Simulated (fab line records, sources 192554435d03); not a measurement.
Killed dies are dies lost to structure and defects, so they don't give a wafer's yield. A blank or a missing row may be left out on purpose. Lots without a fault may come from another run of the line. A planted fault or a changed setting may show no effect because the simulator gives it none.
A struck lot beside a sound one | flow n5_finfet | 16 steps out of a route of 1938
Sound: wafers L324.2, L324.4, L324.6. Struck: wafer L317.1. (L317.2, L317.3 of the same lot were not struck and are left out.) The cause comes at the end.
At each step with rows: each side's tool, then ch and its chambers, then its first start. Under that, the readings that differ: sound wafers | struck wafers | difference of the means | sigmas: that difference in standard deviations of wafers without a fault.
alike: readings whose means differ by less than 2 such deviations, and words and numbers that are the same on both sides. not compared: withheld readings, readings that some wafer has no value for, bounds like >300 that may hide the same value, and numbers for which the record gives no deviation and whose values overlap.
The two part at a step that has a row with sigmas, a row that says differs or no value, or rows on one side only. Numbers that don't overlap but have no deviation are shown without sigmas and don't part them. A reading that every wafer of one side lacks parts them only if that side has two wafers or more.

first, 7 steps without rows for these wafers: N5_BEOL_M2_COAT_76 (time 60 s, resist thk 5 nm); N5_BEOL_M2_COAT_22 (resist thk 30 nm); N5_BEOL_M2_EBR_24; N5_BEOL_M2_SOFTBAKE_23 (time 60 s); N5_BEOL_M2_EXPOSE_25 (exposes mask V1, defocus 5 nm); N5_BEOL_M2_PEB_26 (peb time 60 s); N5_BEOL_M2_DEVELOP_27 (develop time 30 s).
N5_BEOL_M2_CD_MEAS_28: target cd 26.2 nm, target cd y 24.1 nm.
  sound on cd_sem-03 ch 0, day 10 12:19; struck on cd_sem-02 ch 0, day 8 21:35
  reading    | sound             | struck | difference | sigmas
  cd_nm (nm) | 25.78 25.81 25.79 | 26.45  | +0.66      | +3
N5_BEOL_M2_OVL_MEAS_29:
  sound on overlay-01 ch 0, day 10 12:21; struck on overlay-01 ch 0, day 8 21:37
  reading     | sound          | struck | difference | sigmas
  V1_OVL (nm) | -0.9 -1.0 -0.9 | 1.1    | +2.0       | +3
N5_BEOL_M2_INSPECT_30: inspects for defects (brightfield).
  sound on defect_inspect-02, day 10 12:24; struck on defect_inspect-01, day 8 21:40
  alike: raw_defect_count
N5_BEOL_M2_DESCUM_33: chemistry O2, time 7 s.
  sound on rie_diel-03 ch 0,2, day 10 12:26; struck on rie_diel-01 ch 2, day 8 21:43
  reading                         | sound             | struck | difference | sigmas
  rf_vpp_V (V)                    | 245.6 243.6 244.7 | 241.5  | -3.1       | -2
  showerhead_plenum_p_Torr (Torr) | 2.23 2.13 2.23    | 1.98   | -0.22      | -3
  alike: drypump_motor_current_A, oes_product_au, throttle_valve_pct
  not compared: rf_hours_counter_h
N5_BEOL_M2_ETCH_77: etches underlayer in N2/H2, target depth 6.5 nm, time 5.2 s.
  sound on rie_diel-03 ch 0,2, day 10 12:28; struck on rie_diel-01 ch 2, day 8 21:44
  reading                         | sound             | struck | difference | sigmas
  etch_rf_on_time_s (s)           | 5.01 5.19 4.97    | 5.38   | +0.32      | +2
  rf_vpp_V (V)                    | 528.2 524.9 526.6 | 520.0  | -6.6       | -2
  showerhead_plenum_p_Torr (Torr) | 2.70 2.60 2.70    | 2.41   | -0.26      | -3
  alike: drypump_motor_current_A, oes_product_au, throttle_valve_pct
  not compared: rf_hours_counter_h
N5_BEOL_M2_ETCH_69: etches SiARC in CF4, target depth 15.6 nm, time 26 s.
  sound on rie_diel-03 ch 0,2, day 10 12:29; struck on rie_diel-01 ch 2, day 8 21:46
  reading                         | sound             | struck | difference | sigmas
  etch_rf_on_time_s (s)           | 24.9 26.2 24.7    | 31.5   | +6.2       | +8
  oes_product_au (a.u.)           | 0.78 0.75 0.78    | 0.57   | -0.20      | -2
  showerhead_plenum_p_Torr (Torr) | 2.28 2.17 2.28    | 2.04   | -0.20      | -3
  throttle_valve_pct (%)          | 15.58 14.99 15.58 | 15.80  | +0.42      | +2
  alike: drypump_motor_current_A, mfc_ar_sccm, rf_vpp_V
  not compared: rf_hours_counter_h
N5_BEOL_M2_ALD_98: deposits SiO2, target thk 2.5 nm, pulse time 1 s, co reactant pulse time 1 s.
  sound on ald_sin-03 ch 1,2,3, day 10 12:34; struck on ald_sin-03 ch 2, day 8 22:19
  alike: chamber_pressure_Torr, heater_power_w, precursor_pulse_height_rel
N5_BEOL_M4_RC_MEAS_101:
  sound on prober-01 ch 0, day 12 23:31; struck on prober-02 ch 0, day 10 15:08
  reading       | sound       | struck | difference | sigmas
  ION_P (uA/um) | 478 477 475 | 460    | -17        | -2
  alike: DIBL_N, DIBL_P, IOFF_N, IOFF_P, ION_N, SS_N, SS_P, VT_N, VT_P
-- the record jumps here: 4 days lie between the struck wafers' starts before and after (it left off in module BEOL_M4 and takes up again in module PASSIVATION, whose first step shown is number 1936 of the route) --
N5_PASSIVATION_PROBE_49:
  sound on prober-01, day 17 07:55; struck on prober-01, day 15 02:56
  alike: defect_limited_yield, killed_at_M0_to_M3, killed_at_M4_up, killed_at_contacts, killed_at_front_end, killed_at_other, killed_dies, killed_open, killed_short, sort_bin_5_function, sort_bin_6_memory, sort_bin_8_speed, sort_n_pass, sort_yield_pct

WHERE THEY PART
First at N5_BEOL_M2_CD_MEAS_28; last, within this record, at N5_BEOL_M4_RC_MEAS_101. Later steps at which nothing parts them and some readings are alike: N5_PASSIVATION_PROBE_49.

WHY: what the simulator had put in
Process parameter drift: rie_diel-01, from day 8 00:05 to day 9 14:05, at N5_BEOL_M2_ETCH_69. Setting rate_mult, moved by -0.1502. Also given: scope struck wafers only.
